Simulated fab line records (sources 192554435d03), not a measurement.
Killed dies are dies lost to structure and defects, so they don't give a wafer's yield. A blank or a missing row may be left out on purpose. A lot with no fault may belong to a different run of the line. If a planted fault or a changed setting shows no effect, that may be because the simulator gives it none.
Chamber matching	flow n5 finfet	cvd co-02 running N5_BEOL_M1_CO_CAP_55: 3 sister chambers
The step material Co, precursor CCTBA/H2, target thk 2 nm, time 102.1 s. 36 wafers are shown with their chamber, then 12 later ones without.

## WAFERS PAIRED WITH THEIR CHAMBERS
wafer	chamber	heater power w (W)	chamber pressure Torr (Torr)
L075.3	2	210	30.04
L075.4	0	251	30.02
L075.6	0	258	29.98
L076.3	2	203	29.94
L076.4	2	205	29.94
L076.6	1	246	30.01
L078.1	2	209	30.12
L078.3	0	253	29.87
L078.6	1	239	30.04
L079.1	0	255	30.08
L079.3	1	251	30.03
L079.5	0	254	29.97
L080.1	2	204	30.03
L080.2	0	257	30.01
L080.4	1	244	30.06
L081.2	2	207	30.01
L081.5	0	253	29.98
L081.6	1	244	29.94
L083.3	2	214	29.95
L083.4	1	247	29.95
L083.5	2	210	29.87
L084.3	2	205	30.13
L084.4	0	256	30.03
L084.6	2	212	30.09
L085.2	2	205	30.02
L085.4	2	207	30.02
L085.5	0	260	30.05
L087.3	2	204	30.08
L087.4	1	248	30.04
L087.5	2	207	30.13
L088.1	0	257	30.06
L088.3	1	247	30.04
L088.5	1	244	29.94
L089.1	0	264	30.01
L089.5	1	247	29.92
L089.6	2	208	30.08

SIGNATURES, as means of the wafers listed above
reading	chamber 0	chamber 1	chamber 2	scatter within a chamber
heater power w	256.18	245.70	207.33	3.34
chamber pressure Torr	30.0055	29.9970	30.0300	0.0659
Rule: for each reading, subtract the chamber's mean from the wafer's reading, divide by that reading's scatter and square the result; add these up over the readings and take the root, which gives the wafer's distance from the chamber. The wafer belongs to the nearest chamber; if the next one is less than 2 further off, it can't be placed. The scatter is the square root of a quotient: the sum, over the shown wafers, of each reading's squared deviation from its chamber's mean, divided by wafers minus chambers.

## WAFERS WITH NO CHAMBER GIVEN
wafer	heater power w (W)	chamber pressure Torr (Torr)
L092.1	247	30.03
L092.3	255	30.02
L092.4	213	29.96
L095.2	237	30.05
L095.3	252	29.98
L095.5	203	29.99
L096.2	255	30.06
L096.4	264	29.96
L096.5	240	29.92
L097.1	259	29.91
L097.3	208	29.98
L097.5	207	30.09

## WHICH CHAMBER EACH WENT THROUGH
wafer	from the rows above	in truth
L092.1	1	1
L092.3	0	0
L092.4	2	2
L095.2	1	1
L095.3	can't be placed: 0 or 1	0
L095.5	2	2
L096.2	0	0
L096.4	0	0
L096.5	1	1
L097.1	0	0
L097.3	2	2
L097.5	2	2
11 of 12 placed correctly. From these rows, 1 cannot be placed; in 1 the true chamber is one of the candidates. Placed wrongly: 0.
